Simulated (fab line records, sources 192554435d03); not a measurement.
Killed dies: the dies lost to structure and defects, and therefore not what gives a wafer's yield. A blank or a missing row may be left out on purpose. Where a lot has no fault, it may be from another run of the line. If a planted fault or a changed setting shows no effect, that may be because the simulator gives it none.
fab line records | flow n5_finfet
record: lots: 7 wafers: 39
route steps=1938 shown FIN_SAQP@100 HKMG_FIN@429 MOL_CONTACT_COAG@579 BEOL_M5@1132 BEOL_M6@1212
start_h: hours from the record's opening day to when the first of the lot's shown wafers began | wait_h: hours since the lot's step before | " the same as in the row above | L1.1+2: several wafers, shown together as one row | - no value present, or no start provided | * or withheld: withheld | < > ~ a bound
route shown NAME@n: a module of which the file shows steps, and the number in the route of the first | usual: mean and standard deviation over wafers with no fault | same: alike in all rows | chamber/n: place in a boat | sites: each site's reading | _std_site: the values' standard deviation | _edge_site: inner sites' mean taken away from outer sites' mean | radius_mm: for every site, how far away it sits from the centre of the wafer | mask NAME#n: copy n | behind: the most recent tool/chamber to have shaped the wafer | hold: why the lot went on hold/how many hours it stayed there/how the hold came to an end | device: which transistor (n, p or np) failed to switch | end of line: the tests these same wafers got at the end of their route | a step with no rows: only its recipe | killed: the dies lost at the first sort to structure and to defects; this is not the yield of the wafer | map: a wafer's dies, marking killed ones x, the rest . and places with no die _
set.NAME: setting as actually run; set.NAME@STEP: the setting as run at that earlier step | model.NAME: the simulator's own value behind a step, which no gauge read
lots where settings were altered on purpose, with a table for each step and a row for each wafer
== steps ==
step: N5_FIN_SAQP_PECVD_06
recipe: material: a-Si target_thk_a: 600 temp_c: 400 precursor: SiH4/He pressure_torr: 3 rf_w: 100 time_s: 48.1
columns lot.wafer tool chamber start_h wait_h set.time_s model.a-Si_of_FIN_SAQP_PECVD_06.thk_nm
L074.1 pecvd-04 2 21.73 0.0 48.1 59.69
L074.5 " 2 " " 48.1 60.65
L074.6 " 0 " " 48.1 60.53
L076.1 pecvd-04 2 34.05 0.0 48.1 59.97
L076.2 " 1 " " 48.1 60.28
L076.3 " 0 " " 48.1 59.82
L076.4 " 0 " " 48.1 61.24
L076.5 " 2 " " 48.1 60.98
L076.6 " 1 " " 48.1 61.06
L079.1 pecvd-01 1 51.06 0.0 48.1 58.64
L079.2 " 0 " " 48.1 58.6
L079.3 " 2 " " 48.1 58.97
L079.4 " 2 " " 48.1 59.44
L079.5 " 1 " " 48.1 59.81
L079.6 " 0 " " 48.1 59.97
L081.1 pecvd-01 0 63.12 0.0 48.1 59.97
L081.2 " 2 " " 48.1 59.9
L081.3 " 1 " " 48.1 59.1
L081.4 " 2 " " 48.1 59.7
L081.5 " 0 " " 48.1 61.4
L081.6 " 1 " " 48.1 60.76
L089.1 pecvd-04 0 112.15 0.0 48.1 59.32
L089.2 " 2 " " 48.1 58.78
L089.3 " 1 " " 48.1 59.11
L089.4 " 0 " " 48.1 60.1
L089.5 " 2 " " 48.1 59.85
L089.6 " 1 " " 48.1 59.43
L090.1 pecvd-01 2 117.44 0.0 48.1 58.95
L090.2 " 1 " " 48.1 59.17
L090.3 " 0 " " 48.1 59.54
L090.4 " 0 " " 71.69 90.57
L090.5 " 2 " " 71.69 90.39
L090.6 " 1 " " 71.69 90.4
L092.1 pecvd-01 0 129.11 0.0 48.1 58.93
L092.2 " 2 " " 48.1 58.51
L092.3 " 1 " " 71.48 87.46
L092.4 " 0 " " 71.48 89.47
L092.5 " 1 " " 71.48 89.75
L092.6 " 2 " " 48.1 58.66
step: N5_FIN_SAQP_THK_MEAS_07
usual: thk_nm: 59.9/0.76
columns lot.wafer tool chamber start_h wait_h set.time_s@FIN_SAQP_PECVD_06 thk_nm
L074.1 film_metro-02 - 21.82 0.1 48.1 59.7
L074.5 " - " " 48.1 60.6
L074.6 " - " " 48.1 60.6
L076.1 film_metro-01 - 34.14 0.1 48.1 60.0
L076.2 " - " " 48.1 60.3
L076.3 " - " " 48.1 59.9
L076.4 " - " " 48.1 61.3
L076.5 " - " " 48.1 60.9
L076.6 " - " " 48.1 61.0
L079.1 film_metro-01 - 51.15 0.1 48.1 58.6
L079.2 " - " " 48.1 58.6
L079.3 " - " " 48.1 59.0
L079.4 " - " " 48.1 59.4
L079.5 " - " " 48.1 59.8
L079.6 " - " " 48.1 60.0
L081.1 film_metro-02 - 63.21 0.1 48.1 59.9
L081.2 " - " " 48.1 59.9
L081.3 " - " " 48.1 59.1
L081.4 " - " " 48.1 59.7
L081.5 " - " " 48.1 61.4
L081.6 " - " " 48.1 60.7
L089.1 film_metro-02 - 112.23 0.1 48.1 59.3
L089.2 " - " " 48.1 58.7
L089.3 " - " " 48.1 59.1
L089.4 " - " " 48.1 60.1
L089.5 " - " " 48.1 59.9
L089.6 " - " " 48.1 59.4
L090.1 film_metro-02 - 117.53 0.1 48.1 58.9
L090.2 " - " " 48.1 59.1
L090.3 " - " " 48.1 59.5
L090.4 " - " " 71.69 90.6
L090.5 " - " " 71.69 90.3
L090.6 " - " " 71.69 90.4
L092.1 film_metro-01 - 129.20 0.1 48.1 58.9
L092.2 " - " " 48.1 58.5
L092.3 " - " " 71.48 87.5
L092.4 " - " " 71.48 89.5
L092.5 " - " " 71.48 89.7
L092.6 " - " " 48.1 58.6
step: N5_FIN_SAQP_HM_DEP_72
recipe: material: SiO2 target_thk_a: 120 temp_c: 400 precursor: SiH4/N2O pressure_torr: 0.75 rf_w: 275 time_s: 7.2
step: N5_FIN_SAQP_COAT_49
recipe: resist: SOC temp_c: 250 time_s: 60 spin_rpm: 1500 resist_thk_nm: 100
step: N5_FIN_SAQP_HM_OPEN_73
recipe: chemistry: CHF3/O2 target: SiO2 stop_on: a-Si target_depth_a: 120 over_etch_frac: 1.8 mask_material: SOC time_s: 16.8 pressure_mtorr: 30 source_w: 650 bias_w: 170 Ar_flow_sccm: 200 CHF3_flow_sccm: 50 O2_flow_sccm: 5 ion_energy_ev: 200 ends: end_point
step: N5_FIN_SAQP_STRIP_74
recipe: chemistry: CHF3/O2 resist: SiARC rf_frequency_hz: 6e+07
step: N5_FIN_SAQP_MANDREL_ETCH_22
recipe: target_depth_a: 600 chemistry: HBr/Cl2 target: a-Si stop_on: SiNx bt_time_s: 10 over_etch_frac: 0.5 time_s: 30 pressure_mtorr: 10 icp_w: 800 bias_w: 75 HBr_flow_sccm: 150 Cl2_flow_sccm: 80 ends: end_point
usual: oes_product_au: 0.763/0.013
columns lot.wafer tool chamber start_h wait_h set.time_s@FIN_SAQP_PECVD_06 oes_product_au model.etch.depth_nm
L074.1 rie_si-06 2 22.73 0.0 48.1 0.758 59.68
L074.5 " 3 " " 48.1 0.770 60.65
L074.6 " 2 " " 48.1 0.779 60.53
L076.1 rie_si-05 0 34.88 0.0 48.1 0.773 59.97
L076.2 " 2 " " 48.1 0.746 60.28
L076.3 " 3 " " 48.1 0.754 59.81
L076.4 " 1 " " 48.1 0.784 61.19
L076.5 " 0 " " 48.1 0.765 60.98
L076.6 " 3 " " 48.1 0.754 61.02
L079.1 rie_si-06 2 52.02 0.0 48.1 0.755 58.64
L079.2 " 1 " " 48.1 0.758 58.56
L079.3 " 0 " " 48.1 0.754 58.97
L079.4 " 3 " " 48.1 0.765 59.44
L079.5 " 1 " " 48.1 0.764 59.81
L079.6 " 2 " " 48.1 0.770 59.96
L081.1 rie_si-05 3 63.99 0.0 48.1 0.743 59.97
L081.2 " 0 " " 48.1 0.772 59.86
L081.3 " 1 " " 48.1 0.768 59.09
L081.4 " 2 " " 48.1 0.741 59.7
L081.5 " 3 " " 48.1 0.760 61.4
L081.6 " 2 " " 48.1 0.746 60.76
L089.1 rie_si-06 3 113.48 0.0 48.1 0.766 59.3
L089.2 " 1 " " 48.1 0.762 58.77
L089.3 " 2 " " 48.1 0.765 59.11
L089.4 " 0 " " 48.1 0.764 60.1
L089.5 " 2 " " 48.1 0.776 59.85
L089.6 " 3 " " 48.1 0.773 59.43
L090.1 rie_si-06 2 118.40 0.0 48.1 0.759 58.95
L090.2 " 3 " " 48.1 0.766 59.16
L090.3 " 1 " " 48.1 0.768 59.54
L090.4 " 0 " " 71.69 0.985 90.55
L090.5 " 3 " " 71.69 1.000 89.79
L090.6 " 0 " " 71.69 0.982 90.38
L092.1 rie_si-06 2 130.07 0.0 48.1 0.758 58.93
L092.2 " 0 " " 48.1 0.742 58.51
L092.3 " 1 " " 71.48 0.977 87.44
L092.4 " 3 " " 71.48 0.999 89.47
L092.5 " 1 " " 71.48 0.994 89.75
L092.6 " 2 " " 48.1 0.759 58.66
step: N5_FIN_SAQP_ETCH_65
recipe: chemistry: CF4 target: SiO2 target_depth_a: 40 ion_energy_ev: 350 time_s: 4.4 pressure_mtorr: 10 icp_w: 800 bias_w: 400 cf4_flow_sccm: 80
columns lot.wafer tool chamber start_h wait_h set.time_s model.etch.depth_nm
L074.1 rie_si-06 3 26.35 0.1 4.4 3.93
L074.5 " 0 " " 4.4 4.04
L074.6 " 1 " " 4.4 4.064
L076.1 rie_si-06 0 36.76 0.1 4.4 4.071
L076.2 " 3 " " 4.4 3.993
L076.3 " 2 " " 4.4 4.113
L076.4 " 1 " " 4.4 4.075
L076.5 " 3 " " 4.4 3.961
L076.6 " 2 " " 4.4 4.132
L079.1 rie_si-03 1 54.43 0.1 4.4 3.991
L079.2 " 3 " " 4.4 3.935
L079.3 " 2 " " 4.4 4.006
L079.4 " 0 " " 5.505 5.09
L079.5 " 2 " " 5.505 4.945
L079.6 " 1 " " 5.505 4.911
L081.1 rie_si-06 0 66.12 0.1 4.4 4.063
L081.2 " 2 " " 6.602 6.207
L081.3 " 3 " " 4.4 3.957
L081.4 " 1 " " 4.4 4.109
L081.5 " 0 " " 6.602 6.123
L081.6 " 1 " " 6.602 6.129
L089.1 rie_si-06 1 115.36 0.1 4.4 4.088
L089.2 " 0 " " 4.4 4.022
L089.3 " 3 " " 2.036 1.84
L089.4 " 2 " " 2.036 1.894
L089.5 " 1 " " 4.4 4.093
L089.6 " 0 " " 2.036 1.872
L090.1 rie_si-06 2 120.49 0.1 3.237 3.021
L090.2 " 3 " " 4.4 3.951
L090.3 " 1 " " 3.237 3.001
L090.4 " 0 " " 3.237 2.982
L090.5 " 0 " " 4.4 4.023
L090.6 " 3 " " 4.4 3.98
L092.1 rie_si-03 1 131.95 0.1 5.238 4.695
L092.2 " 2 " " 4.4 3.997
L092.3 " 3 " " 4.4 3.933
L092.4 " 0 " " 5.238 4.819
L092.5 " 0 " " 4.4 4.023
L092.6 " 3 " " 5.238 4.728
step: N5_HKMG_FIN_DEVELOP_11
recipe: develop_time_s: 30 developer: TMAH resist: CAR-ArF dev_temp_c: 23 rinse_liquid: diw dry: air_spin
columns lot.wafer tool chamber start_h wait_h set.develop_time_s
L074.1+5+6 litho_track-03 0 - - 30
L076.1+2+3+4+5+6 litho_track-03 0 - - 30
L079.1+3+5 litho_track-05 0 - - 22.49
L079.2+4+6 " 0 " " 30
L081.1+2+3 litho_track-05 0 - - 36.51
L081.4+5+6 " 0 " " 30
L089.1+3+4 litho_track-03 0 - - 35.05
L089.2+5+6 " 0 " " 30
L090.1+2+5 litho_track-04 0 - - 22.73
L090.3+4+6 " 0 " " 30
L092.1+2+3+4+5+6 litho_track-05 0 - - 30
step: N5_HKMG_FIN_CD_MEAS_12
recipe: target_cd_nm: 92.8 landing_energy_ev: 500 detector: se_inlens
usual: cd_nm: 92.9/0.61
columns lot.wafer tool chamber start_h wait_h set.develop_time_s@HKMG_FIN_DEVELOP_11 cd_nm
L074.1 cd_sem-02 0 80.31 - 30 92.5
L074.5 " 0 " " 30 92.2
L074.6 " 0 " " 30 92.8
L076.1 cd_sem-02 0 88.06 - 30 93.2
L076.2 " 0 " " 30 93.2
L076.3 " 0 " " 30 92.8
L076.4 " 0 " " 30 93.7
L076.5 " 0 " " 30 92.7
L076.6 " 0 " " 30 93.1
L079.1 cd_sem-02 0 105.14 - 22.49 91.9
L079.2 " 0 " " 30 93.3
L079.3 " 0 " " 22.49 92.0
L079.4 " 0 " " 30 93.5
L079.5 " 0 " " 22.49 91.3
L079.6 " 0 " " 30 93.7
L081.1 cd_sem-01 0 115.99 - 36.51 92.1
L081.2 " 0 " " 36.51 93.3
L081.3 " 0 " " 36.51 93.4
L081.4 " 0 " " 30 91.8
L081.5 " 0 " " 30 91.7
L081.6 " 0 " " 30 92.3
L089.1 cd_sem-01 0 166.81 - 35.05 93.4
L089.2 " 0 " " 30 92.3
L089.3 " 0 " " 35.05 93.1
L089.4 " 0 " " 35.05 92.8
L089.5 " 0 " " 30 91.6
L089.6 " 0 " " 30 91.7
L090.1 cd_sem-03 0 170.33 - 22.73 91.4
L090.2 " 0 " " 22.73 91.3
L090.3 " 0 " " 30 94.1
L090.4 " 0 " " 30 92.8
L090.5 " 0 " " 22.73 91.6
L090.6 " 0 " " 30 93.0
L092.1 cd_sem-03 0 187.26 - 30 93.3
L092.2 " 0 " " 30 92.9
L092.3 " 0 " " 30 93.3
L092.4 " 0 " " 30 92.7
L092.5 " 0 " " 30 93.4
L092.6 " 0 " " 30 93.0
step: N5_MOL_CONTACT_COAG_ALD_131
recipe: material: SiO2 target_thk_a: 50 temp_c: 100 ald_precursor_family: BDEAS ald_co_reactant: O2-plasma pulse_time_s: 1 co_reactant_pulse_time_s: 1 purge_time_s: 2 co_reactant_purge_time_s: 2 ald_cycles: 35 pressure_torr: 2
columns lot.wafer tool chamber start_h wait_h set.ald_cycles model.SiO2_of_MOL_CONTACT_COAG_ALD_131.thk_nm
L074.1+5+6 ald_sin-02 0,3,0 103.70 0.3 35 5
L076.1+2+4 ald_sin-03 2,1,2 111.19 0.3 35 5
L076.3+5+6 " 1,1,2 " " 20 2.8
L079.1+3+4 ald_sin-02 1,3,0 128.63 0.1 35 5
L079.2+5+6 " 2,1,0 " " 15 2.2
L081.1+4+5 ald_sin-02 0,1,2 137.11 0.4 22 3.2
L081.2+3+6 " 3,2,1 " " 35 5
L089.1+2+3+4+5+6 ald_sin-03 3,0,2,1,3,0 190.71 0.1 35 5
L090.1+2+3+4+5+6 ald_sin-03 2,1,3,2,3,1 194.52 0.1 35 5
L092.1+3+4 ald_sin-02 1,2,3 211.55 0.1 49 7
L092.2+5+6 " 0,1,2 " " 35 5
step: N5_BEOL_M5_ETCH_62
recipe: chemistry: N2/H2 target: SOC target_depth_a: 750 overetch_a: 150 mask_material: SiARC temp_c: 40 time_s: 112.5 ion_energy_ev: 200 pressure_mtorr: 30 source_w: 840 bias_w: 150 n2_flow_sccm: 200 h2_flow_sccm: 200
columns lot.wafer tool chamber start_h wait_h set.target_depth_a model.etch.depth_nm model.SiARC_of_BEOL_M5_COAT_60.thk_nm model.BEOL_M5.cd_nm
L074.1 rie_diel-05 1 168.74 0.0 750 59.96 6.8 28
L074.5 " 2 " " 750 59.86 6.8 28.4
L074.6 " 1 " " 750 59.96 6.8 28.2
L076.1 rie_diel-06 3 178.18 0.0 1048 60 5 29
L076.2 " 0 " " 750 59.88 6.8 28.4
L076.3 " 2 " " 750 59.96 6.8 28.2
L076.4 " 2 " " 750 59.77 6.8 28
L076.5 " 0 " " 1048 60.11 5 29
L076.6 " 3 " " 1048 59.79 5 29
L079.1 rie_diel-04 2 197.74 0.0 750 59.9 6.6 28.2
L079.2 " 0 " " 1063 59.93 4.6 28.8
L079.3 " 3 " " 1063 59.98 5 28.8
L079.4 " 1 " " 750 59.91 6.6 28
L079.5 " 3 " " 1063 60.07 5.2 29
L079.6 " 0 " " 750 60.12 6.6 28
L081.1 rie_diel-06 2 200.49 0.0 460.4 60.12 8.4 27.4
L081.2 " 3 " " 460.4 59.83 8.4 27.2
L081.3 " 1 " " 750 59.87 7 27.8
L081.4 " 0 " " 750 59.85 6.8 27.8
L081.5 " 1 " " 750 59.73 6.8 27.8
L081.6 " 2 " " 460.4 59.88 8.4 27.2
L089.1 rie_diel-04 0 255.80 0.0 328.2 48.75 9.2 27.2
L089.2 " 3 " " 328.2 47.87 9.2 27.2
L089.3 " 2 " " 328.2 48.91 9.2 27.2
L089.4 " 2 " " 750 60.07 6.8 28.2
L089.5 " 3 " " 750 60.03 6.8 28.2
L089.6 " 0 " " 750 60.12 6.6 28
L090.1 rie_diel-04 0 258.77 0.0 355 51.2 9 27
L090.2 " 3 " " 750 60.04 7 28.2
L090.3 " 2 " " 750 59.96 6.8 28
L090.4 " 0 " " 355 51.47 9 27
L090.5 " 2 " " 750 60.08 6.8 28.2
L090.6 " 3 " " 355 49.75 9.2 27
L092.1 rie_diel-05 2 285.36 0.0 313 45.52 9.4 26.4
L092.2 " 0 " " 313 44.56 9.4 26.4
L092.3 " 1 " " 750 59.79 6.8 27.8
L092.4 " 3 " " 750 59.72 7 27.6
L092.5 " 0 " " 313 44.67 9.4 26.8
L092.6 " 1 " " 750 59.96 6.8 27.8
step: N5_BEOL_M5_STRIP_63
recipe: chemistry: N2/H2 temp_c: 40 n2_flow_sccm: 200 h2_flow_sccm: 200 rf_frequency_hz: 6e+07
step: N5_BEOL_M5_STRIP_73
recipe: chemistry: N2/H2 temp_c: 40 n2_flow_sccm: 200 h2_flow_sccm: 200 rf_frequency_hz: 6e+07
step: N5_BEOL_M5_STRIP_64
recipe: chemistry: CF4 resist: SiARC power_w: 300 bias_power_w: 75 pressure_mtorr: 50 cf4_flow_sccm: 150 rf_frequency_hz: 6e+07
step: N5_BEOL_M5_HM_OPEN_17
recipe: chemistry: Cl2/BCl3 target_depth_a: 200 overetch_a: 60 target: TiN mask_material: SOC ion_energy_ev: 150 pressure_mtorr: 10 icp_w: 1000 bias_w: 126 Cl2_flow_sccm: 53.25 bcl3_flow_sccm: 21.75 Ar_flow_sccm: 25
columns lot.wafer tool chamber start_h wait_h set.target_depth_a@BEOL_M5_ETCH_62 model.BEOL_M5.cd_nm
L074.1+6 rie_metal-02 1 168.91 0.0 750 28
L074.5 " 0 " " 750 28.4
L076.1+6 rie_metal-01 1 178.35 0.0 1048 29
L076.2 " 0 " " 750 28.4
L076.3 " 1 " " 750 28.2
L076.4 " 0 " " 750 28
L076.5 " 0 " " 1048 28.8
L079.1 rie_metal-03 1 197.91 0.0 750 28.2
L079.2+3 " 0 " " 1063 28.8
L079.4+6 " 1,0 " " 750 28
L079.5 " 1 " " 1063 29
L081.1 rie_metal-03 0 200.66 0.0 460.4 27.4
L081.2+6 " 1 " " 460.4 27.2
L081.3+4+5 " 1,0,0 " " 750 27.8
L089.1+3 rie_metal-01 0 255.96 0.0 328.2 27.2
L089.2 " 1 " " 328.2 27.4
L089.4+5+6 " 1,0,1 " " 750 28.2
L090.1+4 rie_metal-03 0 258.94 0.0 355 27
L090.2+5 " 1,0 " " 750 28.2
L090.3 " 1 " " 750 28
L090.6 " 1 " " 355 27.2
L092.1+2 rie_metal-02 0,1 285.53 0.0 313 26.6
L092.3 " 0 " " 750 28
L092.4 " 1 " " 750 27.6
L092.5 " 0 " " 313 26.8
L092.6 " 1 " " 750 27.8
step: N5_BEOL_M5_STRIP_19
recipe: chemistry: O2 power_w: 400 temp_c: 40 pressure_mtorr: 30 rf_frequency_hz: 6e+07 bias_power_w: 0 overash_fraction: 0.2 o2_flow_sccm: 225
step: N5_BEOL_M5_STRIP_85
recipe: chemistry: C4F6/O2 resist: SiARC rf_frequency_hz: 6e+07
step: N5_BEOL_M5_STRIP_36
recipe: chemistry: N2/H2 power_w: 450 temp_c: 40 pressure_mtorr: 20 rf_frequency_hz: 6e+07 overash_fraction: 0.3 bias_power_w: 7 h2_frac: 0.5 n2_flow_sccm: 200 h2_flow_sccm: 200
step: N5_BEOL_M5_TRENCH_ETCH_37
recipe: chemistry: C4F6/O2 target_depth_a: 716.52 target: SiCOH_lowk time_s: 24.7 ion_energy_ev: 250 pressure_mtorr: 30 source_w: 345 bias_w: 185 Ar_flow_sccm: 300 C4F6_flow_sccm: 10 O2_flow_sccm: 10
columns lot.wafer tool chamber start_h wait_h set.target_depth_a@BEOL_M5_ETCH_62 model.BEOL_M5.cd_nm
L074.1+6 rie_diel-06 1,2 - - 750 28
L074.5 " 1 " " 750 28.2
L076.1+6 rie_diel-05 0,1 - - 1048 29.2
L076.2 " 3 " " 750 28.6
L076.3 " 1 " " 750 28.2
L076.4 " 2 " " 750 28
L076.5 " 0 " " 1048 29
L079.1+6 rie_diel-04 0,1 - - 750 28
L079.2+3 " 2,1 " " 1063 29
L079.4 " 3 " " 750 28.2
L079.5 " 0 " " 1063 29.2
L081.1 rie_diel-06 1 - - 460.4 27.4
L081.2+6 " 3,1 " " 460.4 27.2
L081.3+4+5 " 0,2,2 " " 750 27.8
L089.1+3 rie_diel-05 0,1 - - 328.2 27.2
L089.2 " 2 " " 328.2 27.4
L089.4+5+6 " 3,3,0 " " 750 28.2
L090.1+4+6 rie_diel-04 3,3,2 - - 355 27
L090.2+5 " 0 " " 750 28.2
L090.3 " 2 " " 750 28
L092.1+2 rie_diel-06 2,3 - - 313 26.4
L092.3+6 " 1,2 " " 750 27.8
L092.4 " 0 " " 750 27.6
L092.5 " 3 " " 313 26.8
step: N5_BEOL_M6_ETCH_62
recipe: chemistry: N2/H2 target: SOC target_depth_a: 1100 overetch_a: 220 mask_material: SiARC temp_c: 40 time_s: 165 ion_energy_ev: 200 pressure_mtorr: 30 source_w: 840 bias_w: 150 n2_flow_sccm: 200 h2_flow_sccm: 200
columns lot.wafer tool chamber start_h wait_h set.time_s model.etch.depth_nm model.SiARC_of_BEOL_M6_COAT_60.thk_nm model.BEOL_M6.cd_offset_nm
L074.1 rie_diel-03 2 181.52 0.0 165 99.46 28.2 -0.2
L074.5 " 2 " " 165 99.8 28 -0.2
L074.6 " 3 " " 165 99.79 28.4 -0.8
L076.1 rie_diel-02 0 188.79 0.0 234.6 100.1 25.4 1.8
L076.2 " 2 " " 234.6 99.7 25.6 1.4
L076.3 " 1 " " 234.6 99.94 25.6 1
L076.4 " 3 " " 165 99.78 28.4 0.2
L076.5 " 3 " " 165 99.55 28.2 -0.2
L076.6 " 0 " " 165 99.61 28.4 0.4
L079.1 rie_diel-01 1 209.40 0.0 165 99.84 28.2 0.6
L079.2 " 3 " " 165 99.43 28.2 0.8
L079.3 " 0 " " 165 99.73 28.2 0.4
L079.4 " 2 " " 165 99.62 28.4 1.4
L079.5 " 0 " " 165 99.97 28.2 0.4
L079.6 " 3 " " 165 99.61 28 0.8
L081.1 rie_diel-03 2 213.01 0.0 165 99.94 28.2 0
L081.2 " 1 " " 165 99.88 28.4 -0.4
L081.3 " 0 " " 100.2 79.61 30.8 -1.8
L081.4 " 2 " " 100.2 80.43 30.8 -0.8
L081.5 " 1 " " 165 100.2 28.4 -0.6
L081.6 " 0 " " 100.2 79.97 31 -1
L089.1 rie_diel-02 2 269.12 0.0 113 90.95 30.6 -0.8
L089.2 " 0 " " 165 99.82 28.2 0.2
L089.3 " 3 " " 165 99.87 28.4 0
L089.4 " 1 " " 113 90.8 30.6 -1
L089.5 " 2 " " 113 90.75 30.6 0
L089.6 " 1 " " 165 99.7 28.4 0.4
L090.1 rie_diel-03 2 273.41 0.0 68.12 53.98 32.2 -0.6
L090.2 " 3 " " 165 100.2 28.2 1.2
L090.3 " 1 " " 68.12 54.34 32.2 -1.2
L090.4 " 0 " " 68.12 54.14 32.2 -1
L090.5 " 3 " " 165 100.4 28.2 0.6
L090.6 " 2 " " 165 99.91 28.4 0.6
L092.1 rie_diel-03 0 297.40 0.0 165 100.3 28.4 -0.4
L092.2 " 3 " " 165 100.7 28.2 -1
L092.3 " 2 " " 165 100.4 28.2 0
L092.4 " 2 " " 99.21 78.93 30.8 -1.4
L092.5 " 3 " " 99.21 81.41 30.8 -1.8
L092.6 " 0 " " 99.21 78.61 31 -1.4
== key ==
split: step: N5_FIN_SAQP_PECVD_06 setting: time_s stated: 48.1 by: wafer
response: step: N5_FIN_SAQP_PECVD_06 reading: model.a-Si_of_FIN_SAQP_PECVD_06.thk_nm change: +0.629 per: 1% r: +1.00
response: step: N5_FIN_SAQP_THK_MEAS_07 reading: thk_nm change: * per: 1% r: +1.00
response: step: N5_FIN_SAQP_MANDREL_ETCH_22 reading: oes_product_au change: +0.00473 per: 1% r: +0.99
response: step: N5_FIN_SAQP_MANDREL_ETCH_22 reading: model.etch.depth_nm change: +0.627 per: 1% r: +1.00
split: step: N5_FIN_SAQP_ETCH_65 setting: time_s stated: 4.4 by: wafer
response: step: N5_FIN_SAQP_ETCH_65 reading: model.etch.depth_nm change: +0.0409 per: 1% r: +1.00
split: step: N5_HKMG_FIN_DEVELOP_11 setting: develop_time_s stated: 30 by: wafer
response: step: N5_HKMG_FIN_CD_MEAS_12 reading: cd_nm change: +0.0667 per: 1% r: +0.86
split: step: N5_MOL_CONTACT_COAG_ALD_131 setting: ald_cycles stated: 35 by: wafer
response: step: N5_MOL_CONTACT_COAG_ALD_131 reading: model.SiO2_of_MOL_CONTACT_COAG_ALD_131.thk_nm change: +0.0496 per: 1% r: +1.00
split: step: N5_BEOL_M5_ETCH_62 setting: target_depth_a stated: 750 by: wafer
response: step: N5_BEOL_M5_ETCH_62 reading: model.etch.depth_nm shape: bent at_lowest: 44.91 at_stated: 59.93 at_highest: 59.99
response: step: N5_BEOL_M5_ETCH_62 reading: model.SiARC_of_BEOL_M5_COAT_60.thk_nm change: -0.0426 per: 1% r: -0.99
response: step: N5_BEOL_M5_ETCH_62 reading: model.BEOL_M5.cd_nm change: +0.0189 per: 1% r: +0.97
response: step: N5_BEOL_M5_HM_OPEN_17 reading: model.BEOL_M5.cd_nm change: +0.0182 per: 1% r: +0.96
response: step: N5_BEOL_M5_TRENCH_ETCH_37 reading: model.BEOL_M5.cd_nm change: +0.0197 per: 1% r: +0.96
split: step: N5_BEOL_M6_ETCH_62 setting: time_s stated: 165 by: wafer
response: step: N5_BEOL_M6_ETCH_62 reading: model.etch.depth_nm shape: bent at_lowest: 54.15 at_stated: 99.89 at_highest: 99.9
response: step: N5_BEOL_M6_ETCH_62 reading: model.SiARC_of_BEOL_M6_COAT_60.thk_nm change: -0.0667 per: 1% r: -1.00
response: step: N5_BEOL_M6_ETCH_62 reading: model.BEOL_M6.cd_offset_nm change: +0.0275 per: 1% r: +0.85
